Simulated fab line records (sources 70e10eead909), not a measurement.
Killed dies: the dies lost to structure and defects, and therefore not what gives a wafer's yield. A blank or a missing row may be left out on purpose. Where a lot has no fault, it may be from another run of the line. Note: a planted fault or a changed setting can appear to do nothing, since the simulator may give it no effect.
The tool behind it: which one?	flow nand_harc	Sampling: 6 lots, 18 wafers, 2 of 1302 route steps

## WHAT THE GAUGES SHOWED, per wafer
NHARC_P_STI_CD_MEAS_09 targets a cd of 200 nm.
lot	measured	on	cd_nm (nm)
L999	day 3 18:13	cd_sem-01	198.0 202.3 199.0
L107	day 6 22:53	cd_sem-02	199.6 202.0 199.3
L109	day 7 20:19	cd_sem-02	199.3 202.6 201.7
L114	day 9 21:53	cd_sem-02	201.6 199.8 202.2
L116	day 10 20:23	cd_sem-03	202.0 200.9 202.8
L118	day 11 16:31	cd_sem-02	205.1 201.1 199.1

## TOOL THAT RAN EACH LOT (tool first, then ch and the chambers of the sampled wafers, then the start)
lot	NHARC_P_ZERO_WELL_RTA_42
L999	rtp_anneal-01 ch 0, day 2 23:01
L107	rtp_anneal-01 ch 0, day 6 06:38
L109	rtp_anneal-01 ch 0, day 7 02:47
L114	rtp_anneal-01 ch 0, day 9 05:18
L116	rtp_anneal-01 ch 0, day 10 04:44
L118	rtp_anneal-02 ch 0, day 11 01:09
- NHARC_P_ZERO_WELL_RTA_42: time 300 s.

## THE ANSWER, worked out from the rows above alone
Rule: what is usual is taken from the lots themselves. The widest of any qualifying gaps counts: lots, ordered by their means at a reading, are off when they make up no more than a third of the lots, leave a main group of 4 or more, and stand apart from it by 3 or more times the standard deviation of that group's means. If all means in a main group match to the digits the tables above print for the reading, that group is not used. A lot without any number at a reading at which 4 lots or more have one is off too. Where the step has rows for the other lots, those lots are counted as sound.
Across all readings shown, no lot is off: no conclusion can be drawn from this.

## WHAT HAD BEEN PUT IN BY THE SIMULATOR
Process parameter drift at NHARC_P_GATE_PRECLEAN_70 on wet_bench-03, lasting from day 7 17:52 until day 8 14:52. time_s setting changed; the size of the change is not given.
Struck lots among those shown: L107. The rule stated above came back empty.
